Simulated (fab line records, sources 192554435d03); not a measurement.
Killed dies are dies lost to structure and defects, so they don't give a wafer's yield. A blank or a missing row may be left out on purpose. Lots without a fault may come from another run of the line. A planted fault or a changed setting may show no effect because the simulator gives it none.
Chamber matching | flow n5_finfet | N5_BEOL_M0_STRIP_140 on rie_diel-06: 4 sister chambers
The step strips in CF4. 20 wafers are shown with their chamber, then 10 later ones without.

WAFERS WITH THEIR CHAMBER
wafer  | chamber | showerhead_plenum_p_Torr (Torr) | drypump_motor_current_A (A) | rf_vpp_V (V)
L077.1 | 2       | 1.76                            | 5.4                         | 271.4
L077.5 | 1       | 1.77                            | 5.3                         | 269.7
L077.6 | 0       | 1.87                            | 5.5                         | 272.2
L078.1 | 3       | 1.86                            | 6.8                         | 271.2
L078.2 | 2       | 1.76                            | 5.4                         | 270.9
L078.3 | 0       | 1.87                            | 5.5                         | 272.4
L081.1 | 1       | 1.77                            | 5.3                         | 269.9
L081.2 | 0       | 1.87                            | 5.5                         | 272.8
L081.6 | 3       | 1.85                            | 6.8                         | 272.6
L082.2 | 3       | 1.85                            | 6.8                         | 271.5
L082.5 | 1       | 1.77                            | 5.4                         | 268.5
L082.6 | 2       | 1.76                            | 5.3                         | 271.4
L083.1 | 2       | 1.76                            | 5.4                         | 270.2
L083.3 | 0       | 1.87                            | 5.5                         | 273.7
L083.5 | 3       | 1.85                            | 6.8                         | 274.5
L085.3 | 0       | 1.87                            | 5.5                         | 272.2
L085.4 | 1       | 1.77                            | 5.3                         | 270.9
L085.5 | 0       | 1.87                            | 5.5                         | 273.4
L088.1 | 1       | 1.77                            | 5.3                         | 270.5
L088.3 | 3       | 1.85                            | 6.8                         | 272.4

SIGNATURES (means of the wafers above)
reading                  | chamber 0 | chamber 1 | chamber 2 | chamber 3 | scatter within a chamber
showerhead_plenum_p_Torr | 1.8700    | 1.7700    | 1.7600    | 1.8520    | 0.00224
drypump_motor_current_A  | 5.500     | 5.320     | 5.375     | 6.800     | 0.0311
rf_vpp_V                 | 272.783   | 269.900   | 270.975   | 272.440   | 0.904
Rule: a wafer's distance from a chamber is the root of the sum, over the readings, of the square of ((its reading less the chamber's mean) divided by the reading's scatter). The wafer belongs to the nearest chamber; if the next one is less than 2 further off, it can't be placed. The scatter: the root of (the sum of the squares of (reading less its chamber's mean) over the shown wafers, divided by (wafers less chambers)).

WAFERS WITHOUT THEIR CHAMBER
wafer  | showerhead_plenum_p_Torr (Torr) | drypump_motor_current_A (A) | rf_vpp_V (V)
L088.4 | 1.76                            | 5.4                         | 268.5
L090.1 | 1.75                            | 5.4                         | 269.2
L090.3 | 1.86                            | 5.5                         | 272.1
L090.5 | 1.85                            | 6.8                         | 272.2
L092.1 | 1.75                            | 5.4                         | 271.4
L092.2 | 1.85                            | 6.8                         | 274.0
L092.3 | 1.86                            | 5.5                         | 274.0
L093.1 | 1.85                            | 6.8                         | 271.0
L093.2 | 1.86                            | 5.5                         | 269.8
L093.4 | 1.77                            | 5.3                         | 270.4

WHICH CHAMBER EACH WENT THROUGH
wafer  | from the rows above | in truth
L088.4 | 2                   | 2
L090.1 | 2                   | 2
L090.3 | 0                   | 0
L090.5 | 3                   | 3
L092.1 | 2                   | 2
L092.2 | 3                   | 3
L092.3 | 0                   | 0
L093.1 | 3                   | 3
L093.2 | 0                   | 0
L093.4 | 1                   | 1
Placed correctly: 10 of 10. Can't be placed from these rows: 0. Placed wrongly: 0.
